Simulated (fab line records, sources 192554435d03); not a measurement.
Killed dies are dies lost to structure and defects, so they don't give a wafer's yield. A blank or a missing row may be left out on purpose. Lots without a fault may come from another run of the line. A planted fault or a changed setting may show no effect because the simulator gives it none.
Split-lot experiment | flow n5_finfet | 7 lots, 21 wafers read, on a route of 1938 steps

THE SPLIT
At N5_BEOL_M5_ETCH_72 (etches underlayer in N2/H2, target depth 6.5 nm, time 5.2 s), the setting bias_w was moved away from the recipe's 150 W on 9 of the 21 wafers read, by -15.3% to +16.0%. The other wafers ran this setting at the recipe's value.

The reading is taken at the split's own step.

THE READING
rf_vpp_V, in V, at N5_BEOL_M5_ETCH_72 (etches underlayer in N2/H2, target depth 6.5 nm, time 5.2 s). Fault-free wafers of this fab line usually give 523 V, standard deviation 3 V.

wafer  | tool, chamber at the split | bias_w as run, W | against the recipe | rf_vpp_V, V | against lot-mates on the recipe
L078.2 | rie_diel-02, 0             | 136.5            | -9.0%              | 488         | no lot-mate on the recipe
L078.3 | rie_diel-02, 3             | 136.5            | -9.0%              | 491         | no lot-mate on the recipe
L078.4 | rie_diel-02, 2             | 136.5            | -9.0%              | 492         | no lot-mate on the recipe
L083.4 | rie_diel-03, 2             | 150              | recipe             | 525         | -
L083.5 | rie_diel-03, 2             | 150              | recipe             | 524         | -
L083.6 | rie_diel-03, 3             | 150              | recipe             | 526         | -
L085.2 | rie_diel-04, 1             | 150              | recipe             | 523         | -
L085.3 | rie_diel-04, 0             | 132.7            | -11.5%             | 479         | -44
L085.5 | rie_diel-04, 1             | 132.7            | -11.5%             | 487         | -36
L089.4 | rie_diel-03, 1             | 150              | recipe             | 524         | -
L089.5 | rie_diel-03, 3             | 150              | recipe             | 529         | -
L089.6 | rie_diel-03, 0             | 170.3            | +13.5%             | 567         | +40
L088.1 | rie_diel-03, 0             | 135.2            | -9.9%              | 488         | -39
L088.2 | rie_diel-03, 3             | 150              | recipe             | 527         | -
L088.3 | rie_diel-03, 1             | 150              | recipe             | 527         | -
L092.2 | rie_diel-03, 2             | 150              | recipe             | 524         | -
L092.3 | rie_diel-03, 1             | 150              | recipe             | 525         | -
L092.6 | rie_diel-03, 3             | 174              | +16.0%             | 581         | +56
L095.2 | rie_diel-02, 0             | 150              | recipe             | 520         | -
L095.3 | rie_diel-02, 2             | 150              | recipe             | 525         | -
L095.5 | rie_diel-02, 1             | 127.1            | -15.3%             | 471         | -52

THE FIT
A straight line over all 21 wafers: rf_vpp_V changes by +3.53 V for each +1% of bias_w; r = +1.00; the points scatter about the line by 2.8 V.
The same after taking each lot's own level away (the mean of its wafers on the recipe; 18 wafers): +3.41 V for each +1%; r = +0.99; scatter 2.7 V.
On that fit, the largest move of bias_w shifts the reading by 55 V.
The lots' own levels span 522.5 to 527.0 V, that is 1.5 times the standard deviation above.
So the lot-to-lot level changes the slope little: the two slopes agree.
Check: with one of the wafers moved furthest among these (+16.0%) left out of the fit, the line predicts +52.8 V for it against its lot-mates. It came out at +56.5 V against them.
Tool readings at the split's step, against how far the setting was moved: rf_vpp_V r = +1.00.

OTHER SPLITS ON THESE WAFERS
These wafers also went through other splits before the reading. Each is held against what the fit with the lots' levels taken away leaves over:
other split on the same wafers | wafers away from the commonest value | r with rf_vpp_V (lot level and that fit taken away)
N5_BEOL_M3_COAT_68 spin_rpm    | 5                                    | +0.24
N5_BEOL_M4_ETCH_64 bias_w      | 6                                    | +0.24
N5_BEOL_M4_COAT_67 spin_rpm    | 7                                    | +0.42

THE FILE'S OWN FIT
rf_vpp_V changes by +3.42 V for each +1% of bias_w, r = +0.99.
